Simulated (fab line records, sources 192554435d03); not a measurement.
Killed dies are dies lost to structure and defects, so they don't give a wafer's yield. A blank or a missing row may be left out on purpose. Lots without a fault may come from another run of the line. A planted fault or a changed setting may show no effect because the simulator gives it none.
A struck lot beside a sound one | flow n5_finfet | 42 steps out of a route of 1938
Sound: wafers L678.1, L678.3, L678.5. Struck: wafers L683.4, L683.5. The cause comes at the end.
At each step with rows: each side's tool, then ch and its chambers, then its first start. Under that, the readings that differ: sound wafers | struck wafers | difference of the means | sigmas: that difference in standard deviations of wafers without a fault.
alike: readings whose means differ by less than 2 such deviations, and words and numbers that are the same on both sides. not compared: withheld readings, readings that some wafer has no value for, bounds like >300 that may hide the same value, and numbers for which the record gives no deviation and whose values overlap.
The two part at a step that has a row with sigmas, a row that says differs or no value, or rows on one side only. Numbers that don't overlap but have no deviation are shown without sigmas and don't part them. A reading that every wafer of one side lacks parts them only if that side has two wafers or more.

first, 12 steps without rows for these wafers: N5_SD_EPI_N_STRIP_36 (strips in N2/H2); N5_SD_EPI_N_ETCHBACK_44 (etches SiNx in CH3F/O2, stops on SiO2, target depth 14.5 nm); N5_SD_EPI_N_ETCH_45 (etches SiOCN in CH3F/O2, target depth 6 nm); N5_SD_EPI_N_ETCH_16 (etches SiO2 in CHF3/O2, target depth 5 nm); N5_SD_EPI_N_STRIP_47 (strips in CHF3/O2); N5_SD_EPI_N_SD_RECESS_17 (chemistry HBr/Cl2/O2, target depth 41 nm, time 23.7 s, bt time 3 s); N5_SD_EPI_N_STRIP_38 (strips in N2/H2); N5_SD_EPI_N_WET_ETCH_43 (etches SiO2 in dHF, time 14 s, target depth 1.5 nm); N5_SD_EPI_N_STRIP_18 (strips in SPM, time 750 s); N5_SD_EPI_N_SRD_20 (time 30 s); N5_SD_EPI_N_PRECLEAN_48 (cleans in NF3:NH3, afs cycles 2, time 20 s, sublimation time 60 s); N5_SD_EPI_N_VAPOR_ETCH_50 (etches Si in HCl, time 54 s).
N5_SD_EPI_N_EPI_21: deposits Si:P, time 690 s.
  sound on epi_rpcvd-04 ch 0, day 5 11:02; struck on epi_rpcvd-04 ch 0, day 6 15:56
  reading                                   | sound          | struck        | difference | sigmas
  epi_growth_time_s (s)                     | 690 690 690    | 789.81 789.81 | +99.81     |
  model.Si-P_of_SD_EPI_N_EPI_21.thk_nm (nm) | 59.6 59.6 59.4 | 65.6 64.8     | +5.7       |
N5_SD_EPI_N_EPI_MEAS_23:
  sound on film_metro-02, day 5 12:45; struck on film_metro-01, day 6 16:50
  reading     | sound          | struck    | difference | sigmas
  thk_nm (nm) | 61.2 61.5 59.7 | 66.8 64.6 | +4.9       | +4
then, 24 steps without rows for these wafers: N5_SD_EPI_N_PRECLEAN_24 (cleans in O3/DIW, time 60 s); N5_SD_EPI_N_SRD_25 (time 30 s); N5_SD_EPI_N_PRECLEAN_49 (cleans in NF3:NH3, afs cycles 1, time 20 s, sublimation time 60 s); N5_SD_EPI_N_LINER_46 (material SiNx, target thk 3 nm); N5_SD_EPI_P_COAT_34 (time 60 s, resist thk 350 nm); N5_SD_EPI_P_COAT_35 (time 60 s, resist thk 35 nm); N5_SD_EPI_P_COAT_03 (resist thk 150 nm); N5_SD_EPI_P_EBR_05; N5_SD_EPI_P_SOFTBAKE_04 (time 60 s); N5_SD_EPI_P_EXPOSE_06 (exposes mask SD P BLK, target cd 240 nm); N5_SD_EPI_P_PEB_07 (peb time 60 s); N5_SD_EPI_P_DEVELOP_08 (develop time 30 s); N5_SD_EPI_P_DESCUM_14 (chemistry O2, time 7.9 s); N5_SD_EPI_P_ETCH_36 (etches SiARC in CF4, target depth 45.5 nm, time 75.8 s); N5_SD_EPI_P_ETCH_37 (etches SOC in N2/H2, overetch 108 nm, time 486 s); N5_SD_EPI_P_STRIP_38 (strips in N2/H2); N5_SD_EPI_P_ETCHBACK_46 (etches SiNx in CH3F/O2, stops on SiO2, target depth 17.5 nm); N5_SD_EPI_P_ETCH_47 (etches SiOCN in CH3F/O2, target depth 25 nm); N5_SD_EPI_P_ETCH_16 (etches SiO2 in CHF3/O2, target depth 5 nm); N5_SD_EPI_P_STRIP_50 (strips in CHF3/O2); N5_SD_EPI_P_SD_RECESS_17 (chemistry HBr/Cl2/O2, target depth 39.1 nm, bt time 3 s); N5_SD_EPI_P_WET_ETCH_45 (etches SiO2 in dHF, time 10.7 s, target depth 2 nm, rinse time 30 s); N5_SD_EPI_P_STRIP_40 (strips in N2/H2); N5_SD_EPI_P_PRECLEAN_52 (cleans in O3/DIW, time 60 s).
N5_SD_EPI_P_PRECLEAN_24: cleans in O3/DIW, time 45 s.
  sound on wet_bench-05 ch 3,4,5, day 5 17:37; struck on wet_bench-05 ch 3,5, day 6 22:36
  reading                                   | sound          | struck    | difference | sigmas
  model.Si-P_of_SD_EPI_N_EPI_21.thk_nm (nm) | 58.8 58.8 58.6 | 64.6 63.8 | +5.5       |
N5_SD_ACTIVATION_RS_MEAS_03: measures by four-point-probe.
  sound on film_metro-02, day 5 18:08; struck on film_metro-01, day 6 23:11
  reading          | sound          | struck    | difference | sigmas
  RS_SD_N (ohm/sq) | 21.5 21.4 21.7 | 19.8 19.9 | -1.7       | -6
  alike: RS_SD_P
-- the record jumps here: 5 days lie between the struck wafers' starts before and after (it left off in module SD_ACTIVATION and takes up again in module BEOL_M4, whose first step shown is number 1111 of the route) --
N5_BEOL_M4_RC_MEAS_101:
  sound on prober-02 ch 0, day 10 13:26; struck on prober-02 ch 0, day 11 18:04
  reading          | sound          | struck    | difference | sigmas
  DIBL_N (mV/V)    | 35.0 32.3 35.6 | 40.2 37.8 | +4.7       | +2
  RS_SD_N (ohm/sq) | 27.9 28.2 28.1 | 25.4 25.9 | -2.4       | -6
  SS_N (mV/dec)    | 71.7 71.0 71.3 | 73.9 72.4 | +1.8       | +2
  alike: DIBL_P, IOFF_N, IOFF_P, ION_N, ION_P, SS_P, VT_N, VT_P
then, 1 step without rows for these wafers: N5_PASSIVATION_PROBE_49.

WHERE THEY PART
First at N5_SD_EPI_N_EPI_MEAS_23; last, within this record, at N5_BEOL_M4_RC_MEAS_101.

WHY: what the simulator had put in
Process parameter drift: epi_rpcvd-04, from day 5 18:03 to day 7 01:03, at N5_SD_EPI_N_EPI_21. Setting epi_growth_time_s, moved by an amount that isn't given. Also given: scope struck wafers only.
